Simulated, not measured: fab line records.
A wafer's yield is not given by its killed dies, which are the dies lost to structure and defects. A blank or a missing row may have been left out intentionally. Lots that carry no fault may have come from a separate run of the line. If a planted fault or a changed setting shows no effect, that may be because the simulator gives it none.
Matching of chambers / flow n5-finfet / N5_BEOL_M6_CURE_74 on uv-cure-01: 3 sister chambers
The step cures SiCOH lowk, time 240 s. 3 wafers are shown with their chamber, then 8 later ones without.

## WAFERS WITH THEIR CHAMBER
wafer=L075.6 chamber=1 wafer_temp_C_max=387.5
wafer=L084.4 chamber=2 wafer_temp_C_max=385.9
wafer=L086.1 chamber=0 wafer_temp_C_max=387.7

## WAFERS MISSING THEIR CHAMBER
wafer=L086.3 wafer_temp_C_max=387.6
wafer=L086.5 wafer_temp_C_max=387.7
wafer=L087.1 wafer_temp_C_max=387.6
wafer=L087.4 wafer_temp_C_max=387.9
wafer=L087.5 wafer_temp_C_max=387.7
wafer=L096.1 wafer_temp_C_max=385.8
wafer=L096.3 wafer_temp_C_max=385.7
wafer=L096.5 wafer_temp_C_max=386.5

## WHICH CHAMBER EACH ONE RAN IN
wafer=L086.3; from the rows above=can't be placed: 0 or 1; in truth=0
wafer=L086.5; from the rows above=can't be placed: 0 or 1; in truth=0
wafer=L087.1; from the rows above=can't be placed: 0 or 1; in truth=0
wafer=L087.4; from the rows above=can't be placed: 0 or 1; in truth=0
wafer=L087.5; from the rows above=can't be placed: 0 or 1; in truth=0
wafer=L096.1; from the rows above=2; in truth=2
wafer=L096.3; from the rows above=2; in truth=2
wafer=L096.5; from the rows above=can't be placed: 2 or 1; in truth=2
Correctly placed: 2 of 8. Unplaceable from these rows: 6, with the true chamber sitting among the candidates in 6. Number placed wrongly: 0.
How it was worked out, from the rows above alone: a wafer's distance from a chamber is the root of the sum, over the readings, of the square of ((its reading less the chamber's mean) divided by the reading's scatter). If the next closest chamber is less than 2 further off than the closest, the wafer can't be placed; otherwise it belongs to the closest. A chamber's mean is the mean of its shown wafers. The scatter: with one shown wafer a chamber, the root of the mean of the squares of how far each hidden wafer lies from its nearest shown one.
